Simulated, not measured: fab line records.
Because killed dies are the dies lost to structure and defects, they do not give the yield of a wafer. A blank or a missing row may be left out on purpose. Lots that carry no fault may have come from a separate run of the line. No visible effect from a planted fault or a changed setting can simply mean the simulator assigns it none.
Split-lot experiment :: flow n5Finfet :: route with 1938 steps; 7 lots, 21 wafers read

== THE SPLIT ITSELF ==
At N5_BEOL_M9_HM_DEP_02 (deposits TiN, target thk 20 nm), the setting targetThkA was moved away from the recipe's 200 angstrom on 7 of the 21 wafers read, by -12.0% to +6.5%. The other wafers ran this setting at the recipe's value.

== FROM THE SPLIT TO THE READING: what the file shows between them, 5 steps ==
- N5_BEOL_M9_COAT_59: time 60 s, resist thk 100 nm
- N5_BEOL_M9_COAT_60: time 60 s, resist thk 30 nm
- N5_BEOL_M9_STRIP_68: strips in N2/H2
- N5_BEOL_M9_STRIP_67: strips in CF4
- N5_BEOL_M9_HM_OPEN_17: chemistry Cl2/BCl3, target TiN, target depth 20 nm, overetch 6 nm

== THE READING ==
TiN_of_BEOL_M9_HM_DEP_02.thkNm (the simulator's own value, which no gauge read), in nm, at N5_BEOL_M9_TRENCH_ETCH_37 (etches SiCOH lowk in C4F6/O2, target depth 151.43 nm, time 49 s). The file gives no usual value for it. Average 15.7 nm, standard deviation 0.31 nm, over the 14 wafers here run with the recipe.

wafer: L078.2
tool, chamber at the split: pvdSputter-02, -
targetThkA as run, angstrom: 176.1
against the recipe: -12.0%
TiN_of_BEOL_M9_HM_DEP_02.thkNm, nm: 14
against lot-mates on the recipe: -1.8

wafer: L078.3
tool, chamber at the split: pvdSputter-02, -
targetThkA as run, angstrom: 200
against the recipe: recipe
TiN_of_BEOL_M9_HM_DEP_02.thkNm, nm: 16
against lot-mates on the recipe: -

wafer: L078.4
tool, chamber at the split: pvdSputter-02, -
targetThkA as run, angstrom: 200
against the recipe: recipe
TiN_of_BEOL_M9_HM_DEP_02.thkNm, nm: 15.6
against lot-mates on the recipe: -

wafer: L079.3
tool, chamber at the split: pvdSputter-02, -
targetThkA as run, angstrom: 200
against the recipe: recipe
TiN_of_BEOL_M9_HM_DEP_02.thkNm, nm: 15.2
against lot-mates on the recipe: -

wafer: L079.4
tool, chamber at the split: pvdSputter-02, -
targetThkA as run, angstrom: 200
against the recipe: recipe
TiN_of_BEOL_M9_HM_DEP_02.thkNm, nm: 15.2
against lot-mates on the recipe: -

wafer: L079.6
tool, chamber at the split: pvdSputter-02, -
targetThkA as run, angstrom: 177.4
against the recipe: -11.3%
TiN_of_BEOL_M9_HM_DEP_02.thkNm, nm: 14
against lot-mates on the recipe: -1.2

wafer: L085.2
tool, chamber at the split: pvdSputter-01, -
targetThkA as run, angstrom: 200
against the recipe: recipe
TiN_of_BEOL_M9_HM_DEP_02.thkNm, nm: 15.8
against lot-mates on the recipe: -

wafer: L085.3
tool, chamber at the split: pvdSputter-01, -
targetThkA as run, angstrom: 200
against the recipe: recipe
TiN_of_BEOL_M9_HM_DEP_02.thkNm, nm: 15.8
against lot-mates on the recipe: -

wafer: L085.6
tool, chamber at the split: pvdSputter-01, -
targetThkA as run, angstrom: 200
against the recipe: recipe
TiN_of_BEOL_M9_HM_DEP_02.thkNm, nm: 16.2
against lot-mates on the recipe: -

wafer: L089.1
tool, chamber at the split: pvdSputter-01, -
targetThkA as run, angstrom: 213
against the recipe: +6.5%
TiN_of_BEOL_M9_HM_DEP_02.thkNm, nm: 17.2
against lot-mates on the recipe: +1.4

wafer: L089.3
tool, chamber at the split: pvdSputter-01, -
targetThkA as run, angstrom: 200
against the recipe: recipe
TiN_of_BEOL_M9_HM_DEP_02.thkNm, nm: 15.8
against lot-mates on the recipe: -

wafer: L089.5
tool, chamber at the split: pvdSputter-01, -
targetThkA as run, angstrom: 213
against the recipe: +6.5%
TiN_of_BEOL_M9_HM_DEP_02.thkNm, nm: 17.2
against lot-mates on the recipe: +1.4

wafer: L090.3
tool, chamber at the split: pvdSputter-01, -
targetThkA as run, angstrom: 179.2
against the recipe: -10.4%
TiN_of_BEOL_M9_HM_DEP_02.thkNm, nm: 14
against lot-mates on the recipe: -2.1

wafer: L090.5
tool, chamber at the split: pvdSputter-01, -
targetThkA as run, angstrom: 200
against the recipe: recipe
TiN_of_BEOL_M9_HM_DEP_02.thkNm, nm: 16.2
against lot-mates on the recipe: -

wafer: L090.6
tool, chamber at the split: pvdSputter-01, -
targetThkA as run, angstrom: 200
against the recipe: recipe
TiN_of_BEOL_M9_HM_DEP_02.thkNm, nm: 16
against lot-mates on the recipe: -

wafer: L088.2
tool, chamber at the split: pvdSputter-03, -
targetThkA as run, angstrom: 190
against the recipe: -5.0%
TiN_of_BEOL_M9_HM_DEP_02.thkNm, nm: 14.4
against lot-mates on the recipe: -1.2

wafer: L088.3
tool, chamber at the split: pvdSputter-03, -
targetThkA as run, angstrom: 200
against the recipe: recipe
TiN_of_BEOL_M9_HM_DEP_02.thkNm, nm: 15.6
against lot-mates on the recipe: -

wafer: L088.5
tool, chamber at the split: pvdSputter-03, -
targetThkA as run, angstrom: 190
against the recipe: -5.0%
TiN_of_BEOL_M9_HM_DEP_02.thkNm, nm: 14.6
against lot-mates on the recipe: -1.0

wafer: L093.2
tool, chamber at the split: pvdSputter-02, -
targetThkA as run, angstrom: 200
against the recipe: recipe
TiN_of_BEOL_M9_HM_DEP_02.thkNm, nm: 15.6
against lot-mates on the recipe: -

wafer: L093.3
tool, chamber at the split: pvdSputter-02, -
targetThkA as run, angstrom: 200
against the recipe: recipe
TiN_of_BEOL_M9_HM_DEP_02.thkNm, nm: 15.8
against lot-mates on the recipe: -

wafer: L093.5
tool, chamber at the split: pvdSputter-02, -
targetThkA as run, angstrom: 200
against the recipe: recipe
TiN_of_BEOL_M9_HM_DEP_02.thkNm, nm: 15.4
against lot-mates on the recipe: -

FIT RESULTS
A straight line over all 21 wafers: TiN_of_BEOL_M9_HM_DEP_02.thkNm changes by +0.177 nm for each +1% of targetThkA; r = +0.94; the points scatter about the line by 0.32 nm.
The same after taking each lot's own level away (the mean of its wafers on the recipe; 21 wafers): +0.17 nm for each +1%; r = +0.96; scatter 0.26 nm.
On that fit, the largest move of targetThkA shifts the reading by 2 nm.
The lots' own levels span 15.20 to 16.10 nm, that is 2.9 times the standard deviation above.
Hence the lot-to-lot level has little effect on the slope; both slopes agree.
Check: for one of the wafers moved furthest among these (-12.0%), held out of the fit, the line's prediction against its lot-mates is -2.07 nm. It came out at -1.8 nm against them.

== THE OTHER SPLITS THESE WAFERS WENT THROUGH ==
These wafers also went through other splits before the reading. Each is held against what the fit with the lots' levels taken away leaves over:
other split on the same wafers: N5_BEOL_M9_ILD_DEP_00 timeS
wafers away from the commonest value: 6
r with TiN_of_BEOL_M9_HM_DEP_02.thkNm (lot level and that fit taken away): -0.14

== THE WHOLE CHAIN: every reading that the file lists as answering this split, in the file's order ==
step: N5_BEOL_M9_HM_DEP_02
what it does: deposits TiN, target thk 20 nm
reading: TiN_of_BEOL_M9_HM_DEP_02.thkNm (the simulator's own value, which no gauge read)
change (the file's fit): +0.196 nm for each +1% of the setting
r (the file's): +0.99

step: N5_BEOL_M9_HM_OPEN_17
what it does: chemistry Cl2/BCl3, target TiN, target depth 20 nm, overetch 6 nm
reading: etch.depthNm (the simulator's own value, which no gauge read)
change (the file's fit): +0.197 nm for each +1% of the setting
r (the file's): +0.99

step: N5_BEOL_M9_TRENCH_ETCH_37
what it does: etches SiCOH lowk in C4F6/O2, target depth 151.43 nm, time 49 s
reading: TiN_of_BEOL_M9_HM_DEP_02.thkNm (the simulator's own value, which no gauge read)
change (the file's fit): +0.16 nm for each +1% of the setting
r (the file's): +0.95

== THE FILE'S OWN FIT ==
TiN_of_BEOL_M9_HM_DEP_02.thkNm changes by +0.16 nm for each +1% of targetThkA, r = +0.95.
